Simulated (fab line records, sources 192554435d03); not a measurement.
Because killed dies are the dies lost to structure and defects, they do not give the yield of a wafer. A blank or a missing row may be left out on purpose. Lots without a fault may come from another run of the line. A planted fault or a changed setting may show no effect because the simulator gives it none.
Chamber matching ; flow n5 finfet ; N5_BEOL_M8_VIA_ETCH_34 on rie diel-01: 4 sister chambers
The step etches SiCOH lowk in C4F6/O2, target depth 125.5 nm, time 50.5 s. 8 wafers are shown with their chamber, then 7 later ones without.

## EACH WAFER AND ITS CHAMBER
wafer;chamber;showerhead plenum p Torr (Torr);throttle valve pct (%)
L077.5;0;2.83;21.06
L083.1;1;2.78;20.67
L085.1;2;3.01;20.87
L089.1;0;2.82;21.07
L089.3;2;3.01;20.89
L089.4;3;2.97;20.63
L092.2;3;2.97;20.63
L092.5;1;2.77;20.67

## WAFERS MISSING THEIR CHAMBER
wafer;showerhead plenum p Torr (Torr);throttle valve pct (%)
L092.6;3.01;20.90
L091.3;3.01;20.89
L091.5;2.77;20.69
L091.6;2.82;21.07
L096.1;2.81;21.09
L096.3;2.97;20.67
L096.5;2.81;21.10

## CHAMBER TAKEN BY EACH
wafer;from the rows above;in truth
L092.6;2;2
L091.3;2;2
L091.5;1;1
L091.6;0;0
L096.1;0;0
L096.3;3;3
L096.5;0;0
Placed correctly: 7 of 7. Left unplaced by these rows: 0. Wrongly placed: 0.
How it was worked out, from the rows above alone: a wafer's distance from a chamber is the root of the sum, over the readings, of the square of ((its reading less the chamber's mean) divided by the reading's scatter). If the next closest chamber is less than 2 further off than the closest, the wafer can't be placed; otherwise it belongs to the closest. A chamber's mean is the mean of its shown wafers. The scatter: the root of (the sum of the squares of (reading less its chamber's mean) over the shown wafers, divided by (wafers less chambers)).
